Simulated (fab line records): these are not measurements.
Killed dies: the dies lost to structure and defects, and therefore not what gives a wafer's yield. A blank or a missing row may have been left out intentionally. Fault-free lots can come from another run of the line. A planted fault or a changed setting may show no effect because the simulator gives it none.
Matching of chambers -- flow nand-harc -- pecvd-02 running NHARC_A_BONDPAD_DEP_00: 3 sister chambers
The step deposits SiCN, target thk 250 nm. 6 wafers are shown with their chamber, then 8 later ones without.

== WAFERS, EACH WITH ITS CHAMBER ==
wafer,chamber,heater-power-w (W),rf-fwd-power-W (W)
L077.4,2,580,449.9
L085.6,1,553,448.5
L091.2,1,525,449.2
L091.4,0,805,450.8
L091.5,2,563,450.2
L092.2,0,868,447.3

== WAFERS WITHOUT THEIR CHAMBER ==
wafer,heater-power-w (W),rf-fwd-power-W (W)
L092.5,500,448.0
L092.6,652,448.4
L093.4,475,447.1
L093.5,831,450.9
L093.6,649,447.3
L094.2,468,450.6
L094.3,664,449.6
L094.4,802,449.2

== WHICH CHAMBER EACH ONE RAN IN ==
wafer,from the rows above,in truth
L092.5,can't be placed: 1 or 2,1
L092.6,can't be placed: 2 or 1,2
L093.4,can't be placed: 1 or 2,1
L093.5,0,0
L093.6,can't be placed: 2 or 1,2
L094.2,can't be placed: 1 or 2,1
L094.3,can't be placed: 2 or 1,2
L094.4,0,0
Correctly placed: 2 of 8. Cannot be placed on the basis of these rows: 6; the candidates contain the true chamber in 6. Number placed wrongly: 0.
How it was worked out, from the rows above alone: a wafer's distance from a chamber is the root of the sum, over the readings, of the square of ((its reading less the chamber's mean) divided by the reading's scatter). If the next closest chamber is less than 2 further off than the closest, the wafer can't be placed; otherwise it belongs to the closest. A chamber's mean is the mean of its shown wafers. The scatter is the square root of a quotient: the sum, over the shown wafers, of each reading's squared deviation from its chamber's mean, divided by wafers minus chambers.
